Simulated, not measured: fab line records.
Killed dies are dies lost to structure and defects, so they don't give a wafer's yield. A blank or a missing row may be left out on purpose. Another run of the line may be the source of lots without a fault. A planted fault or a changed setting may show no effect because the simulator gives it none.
Commonality check across tools    flow nand harc    Lots sampled 2, wafers sampled 6

WHAT PROMPTED THE OPENING
On 2 of the 2 lots, a flag is raised at NHARC_END_SORT_01 on the reading killed at array. Fault-free wafers read 25, with a standard deviation of 9.2.
Rule: flag the lot when none of its wafers has a number, or when each of its wafers that has one lies beyond 4 standard deviations from that mean. The rest of the lots are taken to be sound.

lot   measured      on         killed at array, wafer by wafer  flag
L482  day 24 23:00  prober-02  672 670 673                      FLAGGED
L484  day 25 14:29  prober-02  676 675 674                      FLAGGED
Average over the flagged lots: 673; offset from the usual +648, equal to +70 standard deviations.

EACH LOT AND THE TOOL IT RAN ON
The record holds 4 process steps before the reading, out of a route of 1159 steps. Each cell gives the tool, then ch followed by the chambers the sampled wafers passed through, then the start.
lot   flag     NHARC_A_CONTACT_ETCH_131              NHARC_A_CONTACT_ETCH_97                      NHARC_A_CONTACT_ETCH_106            NHARC_A_CONTACT_ETCH_134
L482  FLAGGED  har cap etch-01 ch 0,1, day 22 06:06  rie diel-03 ch 1,2,3, day 22 07:28           rie diel-05 ch 1,2,3, day 22 08:32  har cap etch-01 ch 0,1, day 22 13:10
L484  FLAGGED  har cap etch-03 ch 0,1, day 22 17:11  rie diel-03 ch 1,3, day 22 19:14 or earlier  rie diel-03 ch 0,1,3, day 22 19:14  har cap etch-02 ch 0,1, day 22 23:34
What these steps do:
- NHARC_A_CONTACT_ETCH_131: etches the open film in C4F8/O2/Ar, time 155 s, target depth 956 nm.
- NHARC_A_CONTACT_ETCH_97: etches the open film in C4F6/O2, target depth 20 nm, time 10 s.
- NHARC_A_CONTACT_ETCH_106: etches the open film in CF4/O2, target depth 60 nm, overetch 6 nm, time 33 s.
- NHARC_A_CONTACT_ETCH_134: etches the open film in C4F8/O2/Ar, time 140 s, target depth 700 nm.
- NHARC_END_SORT_01

FLAGGED AGAINST TOTAL, ONE TOOL AT A TIME (gauges that did the reading follow at the end)
step                      tool             lots run  flagged  share of the flagged lots  sound lots run after its first flagged lot
NHARC_A_CONTACT_ETCH_131  har cap etch-01  1         1        some                       0
NHARC_A_CONTACT_ETCH_131  har cap etch-03  1         1        some                       0
NHARC_A_CONTACT_ETCH_97   rie diel-03      2         2        all                        0
NHARC_A_CONTACT_ETCH_106  rie diel-03      1         1        some                       0
NHARC_A_CONTACT_ETCH_106  rie diel-05      1         1        some                       0
NHARC_A_CONTACT_ETCH_134  har cap etch-01  1         1        some                       0
NHARC_A_CONTACT_ETCH_134  har cap etch-02  1         1        some                       0
NHARC_END_SORT_01         prober-02        2         2        all                        0
Because NHARC_A_CONTACT_ETCH_97 lacks a start for some lots, the hours and order of its lots are taken from NHARC_A_CONTACT_ETCH_106.

THE TABLE: WHAT IT ALLOWS
rie diel-03 at NHARC_A_CONTACT_ETCH_97 and prober-02 at NHARC_END_SORT_01 are the 2 rows of the table that ran each flagged lot.
- rie diel-03 at NHARC_A_CONTACT_ETCH_97 ran 2 lots, 2 of them flagged. It ran no sound lot before its first flagged lot in this sample, so the start can't be narrowed down.
- prober-02 at NHARC_END_SORT_01 ran 2 lots, 2 of them flagged. It ran no sound lot before its first flagged lot in this sample, so the start can't be narrowed down.
Counting lots can't tell these 2 tools apart, because each fits a fault that began at some hour. More lots, or a look at what each step does to the wafer, might.

WHAT THE SIMULATOR HAD INSERTED
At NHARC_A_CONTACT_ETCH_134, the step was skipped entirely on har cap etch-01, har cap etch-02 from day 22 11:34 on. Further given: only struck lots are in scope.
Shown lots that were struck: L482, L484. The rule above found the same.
